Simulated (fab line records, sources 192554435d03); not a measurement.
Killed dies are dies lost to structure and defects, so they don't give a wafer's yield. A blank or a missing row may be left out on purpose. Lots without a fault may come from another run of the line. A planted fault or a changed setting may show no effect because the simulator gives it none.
Which tool did it? | flow n5_finfet | 9 lots, 26 wafers sampled, at 5 steps of a route of 1938

WHAT THE GAUGES READ, wafer by wafer
N5_BEOL_M4_RC_MEAS_101. Usual: DIBL_N 36.0 mV/V, standard deviation 1.7; DIBL_P 35.8 mV/V, standard deviation 2; IOFF_N 0.15 nA/um, standard deviation 0.03; IOFF_P 0.20 nA/um, standard deviation 0.037; IOFF_P_85C 3.5 nA/um, standard deviation 0.53; IOFF_P_LIN 0.097 nA/um, standard deviation 0.014; IOFF_P_LONG 0.000104 nA/um, standard deviation 8.6e-06; ION_N 670 uA/um, standard deviation 12; ION_P 460 uA/um, standard deviation 7.2; SS_N 71.5 mV/dec, standard deviation 0.68; SS_P 73.2 mV/dec, standard deviation 0.65; VT_N 250 mV, standard deviation 3.1; VT_N_LVT 99 mV, standard deviation 3; VT_P -251 mV, standard deviation 3.4; VT_P_LONG -275.3 mV, standard deviation 3.
lot  | measured     | on        | DIBL_N (mV/V)  | DIBL_P (mV/V)  | IOFF_N (nA/um) | IOFF_P (nA/um) | IOFF_P_85C (nA/um) | IOFF_P_LIN (nA/um) | IOFF_P_LONG (nA/um)        | ION_N (uA/um) | ION_P (uA/um) | SS_N (mV/dec)  | SS_P (mV/dec)  | VT_N (mV)   | VT_N_LVT (mV) | VT_P (mV)      | VT_P_LONG (mV)       | flag
L224 | day 8 10:06  | prober-01 | 36.0 37.1 36.7 | 37.1 37.0 36.6 | 0.17 0.18 0.18 | 0.24 0.23 0.23 | 4.0 3.9 3.9        | 0.114 0.107 0.110  | 0.000115 0.000108 0.000104 | 684 682 669   | 471 464 467   | 71.4 71.3 71.6 | 73.4 73.3 73.3 | 249 248 249 | 97 97 97      | -247 -248 -247 | -273.5 -275.2 -270.9 |
L225 | day 8 07:37  | prober-01 | 36.4 34.2 34.7 | 35.4 31.6 32.5 | 0.16 0.11 0.13 | 0.20 0.16 0.16 | 3.4 2.8 2.9        | 0.094 0.079 0.079  | 0.000104 9.7e-05 0.0001    | 664 655 662   | 456 455 454   | 71.6 70.5 71.2 | 73.0 72.0 72.5 | 250 256 253 | 101 106 103   | -251 -256 -257 | -278.7 -276.5 -277.6 |
L228 | day 9 03:26  | prober-01 | 39.0 39.3 34.0 | 38.2 38.9 32.5 | 0.22 0.23 0.12 | 0.31 0.33 0.20 | 5.1 5.3 3.5        | 0.137 0.142 0.100  | 0.000125 0.000123 0.000122 | 669 663 657   | 465 463 464   | 72.4 72.1 70.2 | 75.0 74.9 72.8 | 244 244 250 | 98 96 102     | -240 -241 -246 | -269.1 -269.5 -269.6 |
L230 | day 9 08:45  | prober-01 | 36.3 34.4 39.2 | 37.4 36.1 40.2 | 0.15 0.13 0.20 | 0.21 0.18 0.27 | 3.6 3.1 4.4        | 0.098 0.090 0.117  | 0.0001 0.000109 0.000107   | 654 663 669   | 448 460 455   | 70.6 71.2 73.0 | 73.9 73.1 74.0 | 248 252 246 | 99 100 97     | -252 -251 -251 | -276.2 -274.9 -276.5 |
L232 | day 10 03:45 | prober-01 | 37.8 40.1 37.4 | 37.9 41.5 36.9 | 0.17 0.24 0.17 | 0.24 0.30 0.21 | 4.1 5.0 3.6        | 0.116 0.134 0.102  | 0.000113 0.00011 0.000106  | 666 692 683   | 464 474 464   | 72.3 72.6 72.0 | 73.3 74.2 73.6 | 249 244 252 | 101 96 101    | -248 -246 -249 | -274.7 -274.7 -274.1 |
L233 | day 10 15:08 | prober-02 | 36.1 35.6 36.9 | 34.8 35.0 34.9 | 0.18 0.16 0.18 | 0.23 0.23 0.23 | 3.9 4.0 4.0        | 0.110 0.114 0.110  | 0.000117 0.000118 0.000111 | 668 691 671   | 458 471 458   | 71.5 71.1 72.4 | 73.4 73.6 73.5 | 247 248 250 | 98 97 97      | -249 -247 -247 | -269.6 -270.4 -272.5 |
L236 | day 10 22:07 | prober-02 | 37.0 32.8      | 37.5 32.3      | 0.16 0.10      | 0.80 0.14      | 11.4 2.6           | 0.378 0.074        | 0.000309 0.000106          | 676 658       | 513 451       | 72.0 71.4      | 73.7 71.9      | 249 255     | 137 107       | -211 -255      | -238.6 -275.6        | OFF
L237 | day 11 15:01 | prober-01 | 36.2 35.2 35.0 | 35.7 35.6 34.7 | 0.14 0.14 0.12 | 0.19 0.20 0.18 | 3.4 3.5 3.3        | 0.091 0.097 0.088  | 0.000106 0.00011 0.000109  | 658 684 655   | 453 470 460   | 71.2 71.1 70.1 | 72.7 73.4 72.7 | 252 250 254 | 102 101 103   | -252 -250 -251 | -275.5 -274.3 -276.7 |
L245 | day 13 10:17 | prober-01 | 37.4 35.4 34.9 | 37.8 36.2 35.6 | 0.17 0.14 0.13 | 0.21 0.18 0.17 | 3.6 3.3 3.1        | 0.097 0.091 0.085  | 9.5e-05 0.0001 9.4e-05     | 682 659 657   | 463 457 461   | 72.0 71.1 71.0 | 74.5 73.8 73.4 | 251 254 253 | 97 99 101     | -251 -253 -256 | -280.2 -278.5 -280.2 |

WHICH TOOL RAN EACH LOT (tool, then ch and the chambers of the sampled wafers, then the start)
lot  | N5_HKMG_FIN_ALD_74              | N5_BEOL_M4_SPUTTER_90        | N5_BEOL_M4_CMP_52             | N5_BEOL_M4_PRE_CLEAN_60
L224 | ald_hk-02 ch 1,2,3, day 3 22:35 | pvd_sputter-01, day 8 07:59  | cmp-03 ch 0,1,2, day 8 09:32  | cvd_co-02 ch 0,1,2, day 8 09:49
L225 | ald_hk-02 ch 0,1, day 4 05:28   | pvd_sputter-02, day 8 05:43  | cmp-03 ch 0,1, day 8 06:54    | cvd_co-01 ch 0,1, day 8 07:12
L228 | ald_hk-02 ch 0,1,3, day 5 02:10 | pvd_sputter-01, day 9 01:11  | cmp-01 ch 1,2,3, day 9 02:20  | cvd_co-02 ch 1,2, day 9 02:58
L230 | ald_hk-03 ch 1,3, day 5 14:53   | pvd_sputter-01, day 9 06:49  | cmp-01 ch 1,2,3, day 9 08:03  | cvd_co-01 ch 0,2, day 9 08:19
L232 | ald_hk-02 ch 2,3, day 6 01:22   | pvd_sputter-01, day 10 01:52 | cmp-01 ch 0,1, day 10 03:01   | cvd_co-02 ch 0,1,2, day 10 03:28
L233 | ald_hk-02 ch 0,1,3, day 6 14:41 | pvd_sputter-03, day 10 13:22 | cmp-03 ch 1,3, day 10 14:34   | cvd_co-02 ch 0,2, day 10 14:52
L236 | ald_hk-02 ch 2,3, day 7 00:33   | pvd_sputter-02, day 10 20:12 | cmp-01 ch 1,3, day 10 21:22   | cvd_co-02 ch 1,2, day 10 21:41
L237 | ald_hk-01 ch 1,2, day 7 07:40   | pvd_sputter-03, day 11 13:13 | cmp-04 ch 0,2,3, day 11 14:29 | cvd_co-01 ch 0,1,2, day 11 14:44
L245 | ald_hk-03 ch 0,1,3, day 9 07:30 | pvd_sputter-02, day 13 07:59 | cmp-04 ch 0,1, day 13 09:22   | cvd_co-01 ch 0,1,2, day 13 09:41
- N5_HKMG_FIN_ALD_74: deposits La2O3, target thk 0.5 nm, pulse time 6 s, co reactant pulse time 1 s.
- N5_BEOL_M4_SPUTTER_90: material Cu, target thk 4.5 nm, time 8.29 s.
- N5_BEOL_M4_CMP_52: polishes, stops on SiOC, t overpolish 6.8 s, target thk 40 nm.
- N5_BEOL_M4_PRE_CLEAN_60: time 15 s.

WHAT THE TOOLS THEMSELVES READ (means of the sampled wafers that have a number; where no wafer has one, the mark that the record gives instead)
N5_HKMG_FIN_ALD_74. Usual: heater_power_w 346 W, standard deviation 33; precursor_pulse_height_rel 0.999, standard deviation 0.02.
lot  | tool      | heater_power_w (W) | precursor_pulse_height_rel | flag
L224 | ald_hk-02 | 347                | 1.013                      |
L225 | ald_hk-02 | 353                | 0.993                      |
L228 | ald_hk-02 | 357                | 1.003                      |
L230 | ald_hk-03 | 331                | 1.002                      |
L232 | ald_hk-02 | 359                | 0.988                      |
L233 | ald_hk-02 | 353                | 1.014                      |
L236 | ald_hk-02 | 346                | 1.020                      |
L237 | ald_hk-01 | 367                | 0.973                      |
L245 | ald_hk-03 | 330                | 1.001                      |

N5_BEOL_M4_SPUTTER_90. Usual: chamber_pressure_pa 0.06998 Pa, standard deviation 0.00013; throttle_valve_pct 29.8 %, standard deviation 1.1.
lot  | tool           | chamber_pressure_pa (Pa) | throttle_valve_pct (%) | flag
L224 | pvd_sputter-01 | 0.07003                  | 29.6                   |
L225 | pvd_sputter-02 | 0.06992                  | 29.3                   |
L228 | pvd_sputter-01 | 0.07003                  | 29.5                   |
L230 | pvd_sputter-01 | 0.06995                  | 29.9                   |
L232 | pvd_sputter-01 | 0.06998                  | 29.4                   |
L233 | pvd_sputter-03 | 0.06992                  | 30.9                   |
L236 | pvd_sputter-02 | 0.07004                  | 29.7                   |
L237 | pvd_sputter-03 | 0.06988                  | 30.4                   |
L245 | pvd_sputter-02 | 0.06987                  | 30.0                   |

N5_BEOL_M4_CMP_52. Usual: barrier_field_endpoint_s 24.7 s, standard deviation 0.66; motor_current_A 5.8 A, standard deviation 0.55; overpolish_run_s 6.798 s, standard deviation 0.0095; slurry_flow_ml_min 149.9, standard deviation 0.55; time_to_endpoint_s 62.2 s, standard deviation 2.8.
lot  | tool   | barrier_field_endpoint_s (s) | motor_current_A (A) | overpolish_run_s (s) | slurry_flow_ml_min | time_to_endpoint_s (s) | flag
L224 | cmp-03 | 24.7                         | 5.8                 | 6.802                | 150.1              | 63.2                   |
L225 | cmp-03 | 24.5                         | 6.1                 | 6.800                | 149.6              | 60.0                   |
L228 | cmp-01 | 24.4                         | 5.9                 | 6.808                | 149.4              | 60.0                   |
L230 | cmp-01 | 24.5                         | 6.2                 | 6.802                | 149.6              | 60.9                   |
L232 | cmp-01 | 24.8                         | 5.7                 | 6.809                | 150.0              | 61.5                   |
L233 | cmp-03 | 24.4                         | 5.7                 | 6.801                | 149.9              | 57.9                   |
L236 | cmp-01 | 24.4                         | 5.9                 | 6.803                | 150.2              | 63.9                   |
L237 | cmp-04 | 24.2                         | 6.0                 | 6.791                | 149.4              | 62.3                   |
L245 | cmp-04 | 24.7                         | 6.1                 | 6.790                | 149.7              | 62.9                   |

N5_BEOL_M4_PRE_CLEAN_60. Usual: heater_power_w 84 W, standard deviation 20; rf_fwd_power_W 297.2 W, standard deviation 1.4.
lot  | tool      | heater_power_w (W) | rf_fwd_power_W (W) | flag
L224 | cvd_co-02 | 88                 | 297.3              |
L225 | cvd_co-01 | 75                 | 297.1              |
L228 | cvd_co-02 | 69                 | 297.8              |
L230 | cvd_co-01 | 78                 | 295.4              |
L232 | cvd_co-02 | 90                 | 298.5              |
L233 | cvd_co-02 | 89                 | 298.2              |
L236 | cvd_co-02 | 71                 | 298.9              |
L237 | cvd_co-01 | 81                 | 296.3              |
L245 | cvd_co-01 | 81                 | 297.2              |

THE ANSWER, worked out from the rows above alone
Rule: a lot is off if the mean of its wafers that have a number lies more than 3 standard deviations from the usual mean. A lot without any number at a reading at which 4 lots or more have one is off too. The other lots that the step has rows for count as sound. The gauges are gone through in route order, then the tools' own readings, and for those a lot's mean is taken as printed above. The first step at which some lot is off is used, and at that step the reading that is off furthest; a lot without a number counts as furthest.
Off: L236, at N5_BEOL_M4_RC_MEAS_101 (IOFF_P_LONG).
A tool fits if, at a process step before that reading, it ran every lot that is off, and no sound lot after the first of them. The gauges at N5_BEOL_M4_RC_MEAS_101 are tried like those tools. Can't be told from this: 4 tools fit, ald_hk-02 at N5_HKMG_FIN_ALD_74, cmp-01 at N5_BEOL_M4_CMP_52, cvd_co-02 at N5_BEOL_M4_PRE_CLEAN_60, prober-02 at N5_BEOL_M4_RC_MEAS_101.

WHAT THE SIMULATOR HAD PUT IN
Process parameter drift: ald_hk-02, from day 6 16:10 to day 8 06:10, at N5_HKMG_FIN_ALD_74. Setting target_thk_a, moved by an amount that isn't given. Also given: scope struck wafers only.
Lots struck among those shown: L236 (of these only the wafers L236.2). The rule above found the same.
